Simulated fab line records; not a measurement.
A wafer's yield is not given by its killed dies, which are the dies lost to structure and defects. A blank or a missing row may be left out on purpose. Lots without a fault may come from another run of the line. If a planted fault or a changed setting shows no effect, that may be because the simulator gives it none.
The tool behind it: which one?	flow nand-harc	Sampling: 11 lots, 33 wafers, 4 of 1159 route steps

WHAT EACH GAUGE READ, for each wafer
NHARC_A_ZERO_WELL_INSPECT_17.
lot	measured	on	raw-defect-count
L482	day 6 10:00	defect-inspect-02	7 12 4
L484	day 7 05:17	defect-inspect-02	2 15 8
L488	day 7 12:03	defect-inspect-01	5 11 9
L487	day 7 13:17	defect-inspect-01	5 10 16
L486	day 7 16:57	defect-inspect-02	12 7 14
L489	day 8 11:02	defect-inspect-01	2 5 2
L490	day 8 22:16	defect-inspect-01	6 3 17
L497	day 10 17:46	defect-inspect-01	16 970 951
L502	day 11 18:24	defect-inspect-01	4 13 6
L504	day 12 01:36	defect-inspect-01	13 8 11
L505	day 12 09:55	defect-inspect-01	15 14 14

WHICH TOOL RAN EACH LOT (tool, then ch and the chambers of the sampled wafers, then the start)
lot	NHARC_P_BONDPAD_DEP_00	NHARC_P_BONDPAD_STRIP_15	NHARC_A_ZERO_WELL_ETCH_19
L482	pecvd-01 ch 0,1,2, day 6 04:59 or earlier	rie-diel-02 ch 0,1,2, day 6 04:59	rie-diel-04 ch 0,3, day 6 08:36
L484	pecvd-04 ch 0,2, day 7 00:18 or earlier	rie-diel-12 ch 0,1, day 7 00:18	rie-diel-08 ch 0,1,3, day 7 04:04
L488	pecvd-01 ch 0,1,2, day 7 05:19	rie-diel-12 ch 1,2,3, day 7 07:02	rie-diel-08 ch 0,3, day 7 10:50
L487	pecvd-02 ch 1,2, day 7 06:00	rie-diel-12 ch 1,2,3, day 7 08:14	rie-diel-04 ch 0,2,3, day 7 12:04
L486	pecvd-04 ch 1,2, day 7 09:57	rie-diel-12 ch 1,2,3, day 7 11:50	rie-diel-04 ch 0,1,2, day 7 15:43
L489	pecvd-02 ch 1,2, day 8 04:13	rie-diel-07 ch 1,2,3, day 8 06:04	rie-diel-04 ch 1,2,3, day 8 09:47
L490	pecvd-01 ch 0,1,2, day 8 15:39	rie-diel-07 ch 0,2,3, day 8 17:25	rie-diel-01 ch 0,2,3, day 8 21:05
L497	pecvd-01 ch 0,2, day 10 12:26 or earlier	rie-diel-12 ch 0,2, day 10 12:26	rie-diel-08 ch 0,2, day 10 16:23
L502	pecvd-01 ch 0,1,2, day 11 11:27	rie-diel-12 ch 0,1, day 11 13:19	rie-diel-01 ch 1,2,3, day 11 17:08
L504	pecvd-04 ch 1,2, day 11 18:26	rie-diel-12 ch 0,1,2, day 11 20:43	rie-diel-01 ch 0,1, day 12 00:21
L505	pecvd-04 ch 0,1, day 12 04:35 or earlier	rie-diel-12 ch 1,3, day 12 04:35	rie-diel-04 ch 1,2,3, day 12 08:28
- NHARC_P_BONDPAD_DEP_00: deposits SiCN, target thk 250 nm.
- NHARC_P_BONDPAD_STRIP_15: strips in O2.
- NHARC_A_ZERO_WELL_ETCH_19: etches the open film in N2/H2, target depth 80 nm, overetch 24 nm, time 87.88 s.

THE ANSWER, worked out from the rows above alone
Rule: the usual values come from the lots themselves. Put in order of their means at a reading, lots are off if they are a third of the lots or fewer, leave a main group of 4 or more, and stand apart from it by a gap of 3 or more times the standard deviation of the main group's means; of several such gaps the widest counts. A main group whose means are all the same, to the digits that the tables above print for the reading, isn't used. Also off: a lot with no number at a reading for which 4 or more lots have one. Any other lot the step has rows for is counted as sound.
Off at NHARC_A_ZERO_WELL_INSPECT_17 (raw-defect-count): L497. Mean 9 and standard deviation 2.8 in the main group.
If a tool, at a process step before that reading, ran all the lots that are off and no sound lot after the first of them, it fits. Those tools and the gauges at NHARC_A_ZERO_WELL_INSPECT_17 are tried in the same way. NHARC_P_BONDPAD_DEP_00: start missing for some lots; hours and lot order therefore follow NHARC_P_BONDPAD_STRIP_15. One fits: rie-diel-08 at NHARC_A_ZERO_WELL_ETCH_19. Its last sound lot is L488 (day 7 10:50), its first lot that is off L497 (day 10 16:23): a fault that began between those two fits.

WHAT WAS PUT IN BY THE SIMULATOR
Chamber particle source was rie-diel-08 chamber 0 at NHARC_A_ZERO_WELL_ETCH_19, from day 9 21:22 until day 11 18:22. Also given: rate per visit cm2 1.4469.
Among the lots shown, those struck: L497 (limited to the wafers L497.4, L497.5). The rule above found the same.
